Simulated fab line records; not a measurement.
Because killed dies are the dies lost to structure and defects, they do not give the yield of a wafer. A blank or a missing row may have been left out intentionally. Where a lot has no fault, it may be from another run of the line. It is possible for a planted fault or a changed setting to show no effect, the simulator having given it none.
Chamber matching || flow n5_finfet || 4 sister chambers for N5_MOL_CONTACT_COAG_ETCH_15 on rie_diel-03
The step etches SiNx in CH3F/O2, stops on Si:P, target depth 7 nm. 4 wafers are shown with their chamber, then 11 later ones without.

## EACH WAFER AND ITS CHAMBER
{"wafer": "L082.3", "chamber": 1, "showerhead_plenum_p_Torr (Torr)": 2.02}
{"wafer": "L088.3", "chamber": 0, "showerhead_plenum_p_Torr (Torr)": 2.06}
{"wafer": "L088.6", "chamber": 2, "showerhead_plenum_p_Torr (Torr)": 1.89}
{"wafer": "L090.2", "chamber": 3, "showerhead_plenum_p_Torr (Torr)": 1.96}

## WAFERS WHOSE CHAMBER IS MISSING
{"wafer": "L090.4", "showerhead_plenum_p_Torr (Torr)": 2.06}
{"wafer": "L090.6", "showerhead_plenum_p_Torr (Torr)": 2.06}
{"wafer": "L091.1", "showerhead_plenum_p_Torr (Torr)": 1.96}
{"wafer": "L091.3", "showerhead_plenum_p_Torr (Torr)": 1.89}
{"wafer": "L091.6", "showerhead_plenum_p_Torr (Torr)": 1.96}
{"wafer": "L093.1", "showerhead_plenum_p_Torr (Torr)": 2.02}
{"wafer": "L093.2", "showerhead_plenum_p_Torr (Torr)": 2.06}
{"wafer": "L093.5", "showerhead_plenum_p_Torr (Torr)": 1.89}
{"wafer": "L095.1", "showerhead_plenum_p_Torr (Torr)": 1.89}
{"wafer": "L095.3", "showerhead_plenum_p_Torr (Torr)": 2.01}
{"wafer": "L095.5", "showerhead_plenum_p_Torr (Torr)": 1.89}

## WHICH CHAMBER EACH ONE RAN IN
{"wafer": "L090.4", "from the rows above": 0, "in truth": 0}
{"wafer": "L090.6", "from the rows above": 0, "in truth": 0}
{"wafer": "L091.1", "from the rows above": 3, "in truth": 3}
{"wafer": "L091.3", "from the rows above": 2, "in truth": 2}
{"wafer": "L091.6", "from the rows above": 3, "in truth": 3}
{"wafer": "L093.1", "from the rows above": 1, "in truth": 1}
{"wafer": "L093.2", "from the rows above": 0, "in truth": 0}
{"wafer": "L093.5", "from the rows above": 2, "in truth": 2}
{"wafer": "L095.1", "from the rows above": 2, "in truth": 2}
{"wafer": "L095.3", "from the rows above": 1, "in truth": 1}
{"wafer": "L095.5", "from the rows above": 2, "in truth": 2}
Placed correctly: 11 of 11. From these rows, 0 cannot be placed. 0 placed wrongly.
How it was worked out, from the rows above alone: a wafer's distance from a chamber is the root of the sum, over the readings, of the square of ((its reading less the chamber's mean) divided by the reading's scatter). The wafer belongs to the nearest chamber; if the next one is less than 2 further off, it can't be placed. For every chamber, the mean is computed from those of its wafers that are shown. The scatter (one wafer shown for each chamber): square how far every hidden wafer sits from the nearest shown wafer, average those squares and take the square root.
